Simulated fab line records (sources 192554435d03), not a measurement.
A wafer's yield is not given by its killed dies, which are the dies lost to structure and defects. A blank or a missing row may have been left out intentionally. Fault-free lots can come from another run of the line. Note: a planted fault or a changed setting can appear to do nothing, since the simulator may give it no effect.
Split-lot study -- flow n5Finfet -- 7 lots, 21 wafers read, on a route of 1938 steps

## THE SPLIT ITSELF
At N5_BEOL_M4_ETCH_64 (etches SOC in N2/H2, target depth 75 nm, overetch 22.5 nm, time 121.9 s), the setting biasW was moved away from the recipe's 150 W on 6 of the 21 wafers read, by -16.5% to +15.0%. The other wafers ran this setting at the recipe's value.

The reading comes from the split's own step.

## THE READING
rfVppV, in V, at N5_BEOL_M4_ETCH_64 (etches SOC in N2/H2, target depth 75 nm, overetch 22.5 nm, time 121.9 s). A value of 523.8 V with a standard deviation of 2 V is what fault-free wafers of this fab line usually give.

wafer,"tool, chamber at the split","biasW as run, W",against the recipe,"rfVppV, V",against lot-mates on the recipe
L079.3,"rieDiel-05, 3",150,recipe,527.6,-
L079.4,"rieDiel-05, 2",172.5,+15.0%,569.6,+44.9
L079.6,"rieDiel-05, 2",150,recipe,521.7,-
L085.1,"rieDiel-03, 2",150,recipe,524.9,-
L085.4,"rieDiel-03, 0",165.9,+10.6%,560.0,+36.2
L085.5,"rieDiel-03, 1",150,recipe,522.8,-
L087.2,"rieDiel-03, 1",150,recipe,522.6,-
L087.3,"rieDiel-03, 0",150,recipe,524.7,-
L087.5,"rieDiel-03, 1",150,recipe,522.3,-
L089.3,"rieDiel-04, 3",150,recipe,530.0,-
L089.5,"rieDiel-04, 2",150,recipe,522.9,-
L089.6,"rieDiel-04, 1",150,recipe,523.8,-
L090.2,"rieDiel-05, 3",150,recipe,525.1,-
L090.5,"rieDiel-05, 2",133.7,-10.9%,484.0,-41.1
L090.6,"rieDiel-05, 3",150,recipe,525.1,-
L094.1,"rieDiel-03, 2",150,recipe,527.0,-
L094.4,"rieDiel-03, 0",125.2,-16.5%,468.0,-59.0
L094.6,"rieDiel-03, 1",125.2,-16.5%,466.0,-61.0
L097.2,"rieDiel-03, 0",150,recipe,524.2,-
L097.3,"rieDiel-03, 2",150,recipe,525.8,-
L097.6,"rieDiel-03, 0",129.4,-13.7%,475.9,-49.1

FIT RESULTS
A straight line over all 21 wafers: rfVppV changes by +3.4 V for each +1% of biasW; r = +1.00; the points scatter about the line by 2.5 V.
The same after taking each lot's own level away (the mean of its wafers on the recipe; 21 wafers): +3.47 V for each +1%; r = +1.00; scatter 2.5 V.
The reading moves by 57 V for the largest change in biasW, on that fit.
From 523.20 to 527.00 V: that is the span of the lots' own levels, equal to 1.9 times the standard deviation above.
Hence the lot-to-lot level has little effect on the slope; both slopes agree.
Check: with one of the wafers moved furthest among these (-16.5%) left out of the fit, the line predicts -58 V for it against its lot-mates. Against them it came out at -59 V.
Tool readings at the split's step, against how far the setting was moved: rfVppV r = +1.00.

## THE OTHER SPLITS THESE WAFERS WENT THROUGH
Other splits were also applied to these wafers ahead of the reading. Each is held against what the fit with the lots' levels taken away leaves over:
other split on the same wafers,wafers away from the commonest value,r with rfVppV (lot level and that fit taken away)
N5_BEOL_M3_EXPOSE_25 doseMj,5,-0.02

## THE WHOLE CHAIN: every reading that the file lists as answering this split, in the file's order
step,what it does,reading,change (the file's fit),r (the file's)
N5_BEOL_M4_ETCH_64,"etches SOC in N2/H2, target depth 75 nm, overetch 22.5 nm, time 121.9 s",rfVppV,+3.46 V for each +1% of the setting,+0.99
N5_BEOL_M4_ETCH_64,"etches SOC in N2/H2, target depth 75 nm, overetch 22.5 nm, time 121.9 s","SiARC_of_BEOL_M4_COAT_62.thkNm (the simulator's own value, which no gauge read)",-0.0768 nm for each +1% of the setting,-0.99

## THE FILE'S OWN FIT
rfVppV changes by +3.46 V for each +1% of biasW, r = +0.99.
